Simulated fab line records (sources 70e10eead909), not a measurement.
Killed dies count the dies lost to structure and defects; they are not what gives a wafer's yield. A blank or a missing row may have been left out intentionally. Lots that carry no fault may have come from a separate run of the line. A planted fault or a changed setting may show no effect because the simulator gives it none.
Matching of chambers | flow nand_harc | NHARC_A_CONTACT_ETCH_90 on rie_diel-05: 4 sister chambers
The step etches the open film in CH3F/O2, target depth 40 nm, time 85.7 s. 8 wafers are shown with their chamber, then 7 later ones without.

== WAFERS, EACH WITH ITS CHAMBER ==
wafer  | chamber | drypump_motor_current_A (A) | showerhead_plenum_p_Torr (Torr)
L077.6 | 1       | 6.1                         | 2.46
L085.3 | 2       | 6.3                         | 2.62
L085.4 | 1       | 6.1                         | 2.45
L080.2 | 2       | 6.3                         | 2.62
L080.3 | 0       | 5.3                         | 2.60
L080.4 | 3       | 5.0                         | 2.53
L084.4 | 0       | 5.4                         | 2.60
L084.5 | 3       | 5.0                         | 2.53

== WAFERS WITH NO CHAMBER GIVEN ==
wafer  | drypump_motor_current_A (A) | showerhead_plenum_p_Torr (Torr)
L084.6 | 6.3                         | 2.62
L087.1 | 5.0                         | 2.53
L087.4 | 5.3                         | 2.60
L087.5 | 6.1                         | 2.45
L094.2 | 6.1                         | 2.44
L094.3 | 6.4                         | 2.61
L094.4 | 5.3                         | 2.59

== CHAMBER TAKEN BY EACH ==
wafer  | from the rows above | in truth
L084.6 | 2                   | 2
L087.1 | 3                   | 3
L087.4 | 0                   | 0
L087.5 | 1                   | 1
L094.2 | 1                   | 1
L094.3 | 2                   | 2
L094.4 | 0                   | 0
Correctly placed: 7 of 7. Number that these rows cannot place: 0. Number placed wrongly: 0.
How it was worked out, from the rows above alone: a wafer's distance from a chamber is the root of the sum, over the readings, of the square of ((its reading less the chamber's mean) divided by the reading's scatter). The wafer belongs to the nearest chamber; if the next one is less than 2 further off, it can't be placed. For every chamber, the mean is computed from those of its wafers that are shown. The scatter: the root of (the sum of the squares of (reading less its chamber's mean) over the shown wafers, divided by (wafers less chambers)).
